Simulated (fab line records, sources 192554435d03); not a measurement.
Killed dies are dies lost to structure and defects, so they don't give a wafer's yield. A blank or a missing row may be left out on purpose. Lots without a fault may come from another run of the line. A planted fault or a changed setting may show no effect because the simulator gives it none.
Chamber matching | flow n5_finfet | N5_BEOL_M8_CVD_78 on cvd_co-01: 3 sister chambers
The step deposits Co from CCTBA/H2, target thk 2 nm, time 142.3 s. 3 wafers are shown with their chamber, then 7 later ones without.

WAFERS WITH THEIR CHAMBER
wafer  | chamber | run_length_s (s)
L339.1 | 1       | 165.1
L339.5 | 0       | 164.4
L339.6 | 2       | 165.8

WAFERS WITHOUT THEIR CHAMBER
wafer  | run_length_s (s)
L341.1 | 165.4
L341.2 | 164.5
L341.4 | 164.9
L340.1 | 164.7
L340.4 | 165.5
L350.1 | 164.3
L347.4 | 164.4

WHICH CHAMBER EACH WENT THROUGH
wafer  | from the rows above     | in truth
L341.1 | can't be placed: 1 or 2 | 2
L341.2 | 0                       | 0
L341.4 | can't be placed: 1 or 0 | 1
L340.1 | can't be placed: 0 or 1 | 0
L340.4 | can't be placed: 2 or 1 | 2
L350.1 | 0                       | 0
L347.4 | 0                       | 0
Placed correctly: 3 of 7. Can't be placed from these rows: 4 (the true chamber is among the candidates in 4). Placed wrongly: 0.
How it was worked out, from the rows above alone: a wafer's distance from a chamber is the root of the sum, over the readings, of the square of ((its reading less the chamber's mean) divided by the reading's scatter). The wafer belongs to the nearest chamber; if the next one is less than 2 further off, it can't be placed. A chamber's mean is the mean of its shown wafers. The scatter: with one shown wafer a chamber, the root of the mean of the squares of how far each hidden wafer lies from its nearest shown one.
